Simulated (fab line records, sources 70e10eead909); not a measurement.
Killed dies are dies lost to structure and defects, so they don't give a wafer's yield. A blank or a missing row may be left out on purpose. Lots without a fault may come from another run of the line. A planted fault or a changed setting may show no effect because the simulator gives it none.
A struck lot beside a sound one | flow nand_harc | 19 steps out of a route of 1302
Sound: wafers L495.1, L495.2, L495.5. Struck: wafers L497.1, L497.3, L497.5. The cause comes at the end.
At each step with rows: each side's tool, then ch and its chambers, then its first start. Under that, the readings that differ: sound wafers | struck wafers | difference of the means | sigmas: that difference in standard deviations of wafers without a fault.
alike: readings whose means differ by less than 2 such deviations, and words and numbers that are the same on both sides. not compared: withheld readings, readings that some wafer has no value for, bounds like >300 that may hide the same value, and numbers for which the record gives no deviation and whose values overlap.
The two part at a step that has a row with sigmas, a row that says differs or no value, or rows on one side only. Numbers that don't overlap but have no deviation are shown without sigmas and don't part them. A reading that every wafer of one side lacks parts them only if that side has two wafers or more.

NHARC_P_ZERO_WELL_CD_MEAS_37: target cd 720 nm.
  sound on cd_sem-01 ch 0, day 3 16:08; struck on cd_sem-01 ch 0, day 4 12:23
  alike: cd_nm
then, 1 step without rows for these wafers: NHARC_P_ZERO_WELL_HARDBAKE_38 (time 80 s).
NHARC_P_ZERO_WELL_DESCUM_39: chemistry O2, time 3 s.
  sound on rie_diel-12 ch 0,1,2, day 3 16:18; struck on rie_diel-12 ch 0,1,2, day 4 12:35
  alike: drypump_motor_current_A, o2_flow_sccm, oes_product_au, rf_vpp_V, showerhead_plenum_p_Torr, throttle_valve_pct
  not compared: rf_hours_counter_h
then, 9 steps without rows for these wafers: NHARC_P_ZERO_WELL_IMPLANT_40; NHARC_P_ZERO_WELL_IMPLANT_59; NHARC_P_ZERO_WELL_IMPLANT_60; NHARC_P_ZERO_WELL_STRIP_41 (strips in SPM, time 840 s); NHARC_P_ZERO_WELL_DEHYDRATE_44 (time 120 s); NHARC_P_ZERO_WELL_HMDS_45 (time 30 s); NHARC_P_ZERO_WELL_COAT_46; NHARC_P_ZERO_WELL_SOFTBAKE_47 (time 95 s); NHARC_P_ZERO_WELL_EBR_48.
NHARC_P_ZERO_WELL_EXPOSE_49: exposes mask P HVPW, target cd 2000 nm.
  sound on krf_scanner-01 ch 0, day 3 17:38; struck on krf_scanner-01 ch 0, day 4 13:52
  reading | sound                      | struck                              | difference | sigmas
  mask    | P_HVPW#0 P_HVPW#0 P_HVPW#0 | P_HVPW_R1#0 P_HVPW_R1#0 P_HVPW_R1#0 | differs    |
  alike: exposure_dose_mJ_cm2, focus_offset_nm
then, 2 steps without rows for these wafers: NHARC_P_ZERO_WELL_PEB_50 (peb time 85 s); NHARC_P_ZERO_WELL_DEVELOP_51 (time 70 s).
NHARC_P_ZERO_WELL_CD_MEAS_52: target cd 2000 nm.
  sound on cd_sem-01 ch 0, day 3 17:47; struck on cd_sem-03 ch 0, day 4 14:02
  reading    | sound                | struck               | difference | sigmas
  cd_nm (nm) | 2000.8 2001.2 2002.1 | 1900.9 1902.5 1900.6 | -100.0     | -67
then, 1 step without rows for these wafers: NHARC_P_ZERO_WELL_HARDBAKE_53 (time 80 s).
NHARC_P_ZERO_WELL_DESCUM_54: chemistry O2, time 3 s.
  sound on rie_diel-04 ch 0,1,3, day 3 17:58; struck on rie_diel-02 ch 1,2,3, day 4 14:13
  reading                      | sound          | struck         | difference | sigmas
  model.P_ZERO_WELL.cd_nm (nm) | 2000 2001 2002 | 1901 1902 1901 | -100       |
  alike: drypump_motor_current_A, o2_flow_sccm, oes_product_au, rf_vpp_V, showerhead_plenum_p_Torr, throttle_valve_pct
  not compared: rf_hours_counter_h
then, 1 step without rows for these wafers: NHARC_P_ZERO_WELL_IMPLANT_55.

WHERE THEY PART
First at NHARC_P_ZERO_WELL_EXPOSE_49; last, within this record, at NHARC_P_ZERO_WELL_CD_MEAS_52. Later steps at which nothing parts them and some readings are alike: NHARC_P_ZERO_WELL_DESCUM_54.

WHY: what the simulator had put in
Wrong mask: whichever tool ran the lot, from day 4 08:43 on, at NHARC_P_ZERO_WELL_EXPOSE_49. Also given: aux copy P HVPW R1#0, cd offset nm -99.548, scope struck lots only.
